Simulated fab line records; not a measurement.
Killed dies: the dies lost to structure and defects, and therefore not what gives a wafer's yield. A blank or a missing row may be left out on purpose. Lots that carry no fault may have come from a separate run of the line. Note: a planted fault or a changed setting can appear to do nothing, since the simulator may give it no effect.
Tool commonality check -- flow nand harc -- 1 lot, 3 wafers sampled

## REASON IT WAS OPENED
At NHARC_END_SORT_01 the reading killed at periphery is flagged on 1 of 1 lot. Fault-free wafers read 3.6, with a standard deviation of 2.4.
Rule: flag the lot when none of its wafers has a number, or when each of its wafers that has one lies beyond 4 standard deviations from that mean. As for the other lots, they are considered sound.

lot,measured,on,"killed at periphery, wafer by wafer",flag
L198,day 27 08:58,prober-01,607 630 629,FLAGGED
The numbers of the flagged lots are 622.0 on average: +618.4 against the usual, or +99 or more standard deviations.

## TOOL THAT RAN EACH LOT
The record holds 3 process steps before the reading, out of a route of 1302 steps. Every cell lists first the tool, next ch and the chambers used by the sampled wafers, and last the start.
lot,flag,NHARC_P_GATE_DESCUM_61,NHARC_P_GATE_EXPOSE_88,NHARC_P_CONTACT_DEP_00
L198,FLAGGED,"rie diel-12 ch 2,3, day 8 16:26","krf scanner-02 ch 0, day 8 17:51",no row
What is done by these steps:
- NHARC_P_GATE_DESCUM_61: chemistry O2, time 3 s.
- NHARC_P_GATE_EXPOSE_88: exposes mask P HVN, target cd 2000 nm.
- NHARC_P_CONTACT_DEP_00: deposits SiO2, target thk 500 nm.
- NHARC_END_SORT_01

## FLAGGED OVER TOTAL, TOOL BY TOOL (the gauges that took the reading come last)
step,tool,lots run,flagged,share of the flagged lots,sound lots run after its first flagged lot
NHARC_P_GATE_DESCUM_61,rie diel-12,1,1,all,0
NHARC_P_GATE_EXPOSE_88,krf scanner-02,1,1,all,0
NHARC_END_SORT_01,prober-01,1,1,all,0

## WHAT THE TABLE PERMITS
All flagged lots were run by 3 table rows, namely rie diel-12 at NHARC_P_GATE_DESCUM_61, krf scanner-02 at NHARC_P_GATE_EXPOSE_88, prober-01 at NHARC_END_SORT_01.
- rie diel-12 at NHARC_P_GATE_DESCUM_61: 1 of its 1 lot flagged. In this sample it ran no sound lot ahead of its first flagged lot, so there is no way to narrow down the start.
- krf scanner-02 at NHARC_P_GATE_EXPOSE_88: 1 of its 1 lot flagged. In this sample it ran no sound lot ahead of its first flagged lot, so there is no way to narrow down the start.
- prober-01 at NHARC_END_SORT_01: 1 of its 1 lot flagged. In this sample it ran no sound lot ahead of its first flagged lot, so there is no way to narrow down the start.
A lot count leaves these 3 tools indistinguishable: every one of them fits a fault beginning at some hour. More lots, or a look at what each step does to the wafer, might.

## WHAT THE SIMULATOR HAD PUT IN
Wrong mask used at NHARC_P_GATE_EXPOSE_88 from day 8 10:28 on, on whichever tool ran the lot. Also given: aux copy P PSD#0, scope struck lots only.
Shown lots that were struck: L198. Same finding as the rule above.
